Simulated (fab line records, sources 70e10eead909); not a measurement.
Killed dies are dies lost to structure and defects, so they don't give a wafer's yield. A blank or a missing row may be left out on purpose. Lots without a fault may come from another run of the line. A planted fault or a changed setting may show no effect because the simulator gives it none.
Chamber matching | flow nand_harc | NHARC_A_DECK1_JOINT_DEP_16 on pecvd-02: 3 sister chambers
The step deposits SiO2, target thk 45 nm. 3 wafers are shown with their chamber, then 7 later ones without.

WAFERS WITH THEIR CHAMBER
wafer  | chamber | heater_power_w (W)
L091.5 | 1       | 616
L092.4 | 0       | 544
L092.5 | 2       | 531

WAFERS WITHOUT THEIR CHAMBER
wafer  | heater_power_w (W)
L092.6 | 544
L093.4 | 615
L093.5 | 423
L093.6 | 519
L097.1 | 513
L097.2 | 629
L097.5 | 606

WHICH CHAMBER EACH WENT THROUGH
wafer  | from the rows above          | in truth
L092.6 | can't be placed: 0 or 2 or 1 | 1
L093.4 | can't be placed: 1 or 0 or 2 | 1
L093.5 | can't be placed: 2 or 0      | 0
L093.6 | can't be placed: 2 or 0      | 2
L097.1 | can't be placed: 2 or 0      | 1
L097.2 | can't be placed: 1 or 0      | 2
L097.5 | can't be placed: 1 or 0 or 2 | 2
Placed correctly: 0 of 7. Can't be placed from these rows: 7 (the true chamber is among the candidates in 5). Placed wrongly: 0.
How it was worked out, from the rows above alone: a wafer's distance from a chamber is the root of the sum, over the readings, of the square of ((its reading less the chamber's mean) divided by the reading's scatter). The wafer belongs to the nearest chamber; if the next one is less than 2 further off, it can't be placed. A chamber's mean is the mean of its shown wafers. The scatter: with one shown wafer a chamber, the root of the mean of the squares of how far each hidden wafer lies from its nearest shown one.
